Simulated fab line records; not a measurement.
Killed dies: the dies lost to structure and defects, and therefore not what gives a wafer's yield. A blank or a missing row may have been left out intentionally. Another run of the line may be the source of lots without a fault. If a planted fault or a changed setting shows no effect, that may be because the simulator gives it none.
A single fault, viewed from 3 desks -- flow n5 finfet -- numbers are kept per desk, each desk with only its own; the story behind them comes last

== TOOL OWNER'S DESK, pecvd-03 ==
The tool's own readings at N5_BEOL_M2_PECVD_72 (deposits SiO2 from TEOS/O2, target thk 16 nm, time 18 s): means of the sampled wafers that have a number, for each lot that ran on this tool. A lot is out of limits, marked OUT, if its mean lies more than 4 standard deviations from the usual mean; the brackets give that distance.
Columns: A = heater power outer w at N5_BEOL_M2_PECVD_72, usual 437 W; B = heater power w at N5_BEOL_M2_PECVD_72, usual 737 W; C = showerhead plenum p Torr at N5_BEOL_M2_PECVD_72, usual 8.75 Torr; D = throttle valve pct at N5_BEOL_M2_PECVD_72, usual 21.8 %
lot,first seen here,A,B,C,D
L242,day 6 09:47,476,737,8.74,21.5
L251,day 8 17:41,486,746,8.75,21.4
L255,day 9 18:18,389,654,8.78,22.2
L256,day 10 04:47,417,670,8.75,22.3
This desk found nothing out of limits on any of the 4 lots.

== FROM THE METROLOGY DESK ==
What the gauges read, lot by lot, whatever tool the lot ran on: means of the sampled wafers that have a number. A lot is out of limits, marked OUT, if its mean lies more than 4 standard deviations from the usual mean; the brackets give that distance. Shown here are 7 of its 11 readings, the ones lying furthest out on some lot.
Columns: A = IOFF_N at N5_BEOL_M4_RC_MEAS_101, usual 0.18 nA/um; B = IOFF_P at N5_BEOL_M4_RC_MEAS_101, usual 0.23 nA/um; C = ION_N at N5_BEOL_M4_RC_MEAS_101, usual 682 uA/um; D = ION_P at N5_BEOL_M4_RC_MEAS_101, usual 467 uA/um; E = SS_N at N5_BEOL_M4_RC_MEAS_101, usual 71.7 mV/dec; F = VT_N at N5_BEOL_M4_RC_MEAS_101, usual 248 mV; G = VT_P at N5_BEOL_M4_RC_MEAS_101, usual -249 mV
lot,first seen here,A,B,C,D,E,F,G
L242,day 6 09:36,0.17,0.25,688,482,71.4,247,-245
L244,day 6 22:50,0.11,0.16,658,450,70.6,254,-255
L251,day 8 17:29,0.20,0.25,690,475,71.8,246,-248
L255,day 9 18:07,0.19,0.24,692,473,72.2,246,-248
L256,day 10 04:37,0.20,0.25,702,478,72.1,246,-247
L261,day 11 02:54,0.14,0.20,680,468,71.2,249,-249
L263,day 11 17:34,0.21,0.30,692,477,72.3,245,-242
L265,day 12 03:22,0.17,0.23,683,468,71.9,249,-249
This desk found nothing out of limits on any of the 8 lots.

== THE DEFECT DESK ==
What the inspections along the route counted, lot by lot: means of the sampled wafers that have a number. A lot is out of limits, marked OUT, if its mean lies more than 4 standard deviations from the usual mean; the brackets give that distance.
Columns: A = raw defect count at N5_BEOL_M2_INSPECT_13, usual 419; B = raw defect count at N5_BEOL_M2_INSPECT_30, usual 425
lot,first seen here,A,B
L242,day 6 12:05,403,480
L244,day 6 23:33,461,540
L251,day 8 18:22,449,379
L255,day 9 19:13,563,513
L256,day 10 05:54,655,625
L261,day 11 05:23,379,380
L263,day 11 18:17,449,397
L265,day 12 04:50,417,370
This desk found nothing out of limits on any of the 8 lots.

== TAKEN TOGETHER ==
The desk of the tool owner found nothing out of limits.
Nothing out of limits was seen by the metrology desk.
Nothing the defect desk looked at was out of limits.

== WHAT HAD BEEN PUT IN BY THE SIMULATOR ==
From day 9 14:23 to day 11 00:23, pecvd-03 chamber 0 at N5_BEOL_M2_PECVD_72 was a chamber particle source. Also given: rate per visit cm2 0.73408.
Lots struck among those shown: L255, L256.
